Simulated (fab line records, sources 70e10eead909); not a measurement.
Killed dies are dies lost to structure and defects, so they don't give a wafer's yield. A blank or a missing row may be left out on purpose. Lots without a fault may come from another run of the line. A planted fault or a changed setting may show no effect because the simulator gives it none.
Chamber matching | flow nand_harc | NHARC_A_CHANNEL_FILL_D2_ALD_02 on ald_hk-04: 4 sister chambers
The step deposits SiO2, target thk 6 nm, pulse time 10 s, ald cycles 60. 8 wafers are shown with their chamber, then 7 later ones without.

WAFERS WITH THEIR CHAMBER
wafer  | chamber | heater_power_w (W) | heater_power_outer_w (W)
L222.4 | 3       | 493                | 264
L226.4 | 1       | 362                | 211
L226.6 | 0       | 425                | 247
L227.4 | 2       | 496                | 264
L227.5 | 1       | 356                | 211
L227.6 | 0       | 425                | 241
L228.1 | 3       | 506                | 258
L228.2 | 2       | 496                | 265

WAFERS WITHOUT THEIR CHAMBER
wafer  | heater_power_w (W) | heater_power_outer_w (W)
L228.5 | 350                | 206
L240.2 | 480                | 269
L240.4 | 429                | 240
L240.6 | 476                | 257
L242.1 | 494                | 266
L242.2 | 366                | 214
L242.5 | 501                | 266

WHICH CHAMBER EACH WENT THROUGH
wafer  | from the rows above     | in truth
L228.5 | 1                       | 1
L240.2 | can't be placed: 2 or 3 | 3
L240.4 | 0                       | 0
L240.6 | can't be placed: 2 or 3 | 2
L242.1 | can't be placed: 2 or 3 | 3
L242.2 | 1                       | 1
L242.5 | can't be placed: 2 or 3 | 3
Placed correctly: 3 of 7. Can't be placed from these rows: 4 (the true chamber is among the candidates in 4). Placed wrongly: 0.
How it was worked out, from the rows above alone: a wafer's distance from a chamber is the root of the sum, over the readings, of the square of ((its reading less the chamber's mean) divided by the reading's scatter). The wafer belongs to the nearest chamber; if the next one is less than 2 further off, it can't be placed. A chamber's mean is the mean of its shown wafers. The scatter: the root of (the sum of the squares of (reading less its chamber's mean) over the shown wafers, divided by (wafers less chambers)).
